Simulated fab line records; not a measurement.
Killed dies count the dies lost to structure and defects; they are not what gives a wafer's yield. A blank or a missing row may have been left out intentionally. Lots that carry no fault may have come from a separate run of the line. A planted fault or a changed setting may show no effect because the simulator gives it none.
Chamber matching | flow n5_finfet | cmp-03 running N5_GATE_CUT_CMP_61: 4 sister chambers
The step polishes, stops on SiNx, t overpolish 3 s. 4 wafers are shown with their chamber, then 8 later ones without.

== WAFERS PAIRED WITH THEIR CHAMBERS ==
wafer  | chamber | motor_current_A (A)
L086.2 | 1       | 13.8
L086.3 | 3       | 12.3
L086.4 | 2       | 12.5
L088.1 | 0       | 11.5

== WAFERS WITHOUT THEIR CHAMBER ==
wafer  | motor_current_A (A)
L088.2 | 12.1
L090.1 | 10.3
L090.3 | 12.7
L093.2 | 10.3
L093.4 | 12.7
L094.2 | 12.0
L097.1 | 13.1
L097.4 | 13.4

== EACH ONE'S CHAMBER ==
wafer  | from the rows above               | in truth
L088.2 | can't be placed: 3 or 2 or 0      | 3
L090.1 | can't be placed: 0 or 3 or 2      | 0
L090.3 | can't be placed: 2 or 3 or 1 or 0 | 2
L093.2 | can't be placed: 0 or 3 or 2      | 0
L093.4 | can't be placed: 2 or 3 or 1 or 0 | 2
L094.2 | can't be placed: 3 or 0 or 2      | 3
L097.1 | can't be placed: 2 or 1 or 3 or 0 | 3
L097.4 | can't be placed: 1 or 2 or 3      | 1
Correctly placed: 0 of 8. From these rows, 8 cannot be placed; in 8 the true chamber is one of the candidates. Wrongly placed: 0.
How it was worked out, from the rows above alone: a wafer's distance from a chamber is the root of the sum, over the readings, of the square of ((its reading less the chamber's mean) divided by the reading's scatter). If the next closest chamber is less than 2 further off than the closest, the wafer can't be placed; otherwise it belongs to the closest. A chamber's mean is the mean of its shown wafers. The scatter: root of mean squared gap, hidden wafer to nearest shown wafer, with one shown wafer a chamber.
